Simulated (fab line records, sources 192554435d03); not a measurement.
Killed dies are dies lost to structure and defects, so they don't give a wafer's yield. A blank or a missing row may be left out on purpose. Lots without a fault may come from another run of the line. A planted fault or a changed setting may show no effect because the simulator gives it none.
Chamber matching | flow n5_finfet | N5_STI_FIN_REVEAL_ALD_00 on ald_sin-04: 4 sister chambers
The step deposits SiO2, target thk 1 nm, pulse time 1 s. 4 wafers are shown with their chamber, then 7 later ones without.

WAFERS WITH THEIR CHAMBER
wafer  | chamber | heater_power_w (W)
L080.4 | 0       | 451
L088.3 | 3       | 449
L091.1 | 2       | 405
L091.4 | 1       | 398

WAFERS WITHOUT THEIR CHAMBER
wafer  | heater_power_w (W)
L091.5 | 452
L092.1 | 459
L092.2 | 396
L092.5 | 399
L096.1 | 462
L096.4 | 402
L096.5 | 407

WHICH CHAMBER EACH WENT THROUGH
wafer  | from the rows above     | in truth
L091.5 | can't be placed: 0 or 3 | 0
L092.1 | can't be placed: 0 or 3 | 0
L092.2 | can't be placed: 1 or 2 | 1
L092.5 | can't be placed: 1 or 2 | 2
L096.1 | can't be placed: 0 or 3 | 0
L096.4 | can't be placed: 2 or 1 | 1
L096.5 | can't be placed: 2 or 1 | 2
Placed correctly: 0 of 7. Can't be placed from these rows: 7 (the true chamber is among the candidates in 7). Placed wrongly: 0.
How it was worked out, from the rows above alone: a wafer's distance from a chamber is the root of the sum, over the readings, of the square of ((its reading less the chamber's mean) divided by the reading's scatter). The wafer belongs to the nearest chamber; if the next one is less than 2 further off, it can't be placed. A chamber's mean is the mean of its shown wafers. The scatter: with one shown wafer a chamber, the root of the mean of the squares of how far each hidden wafer lies from its nearest shown one.
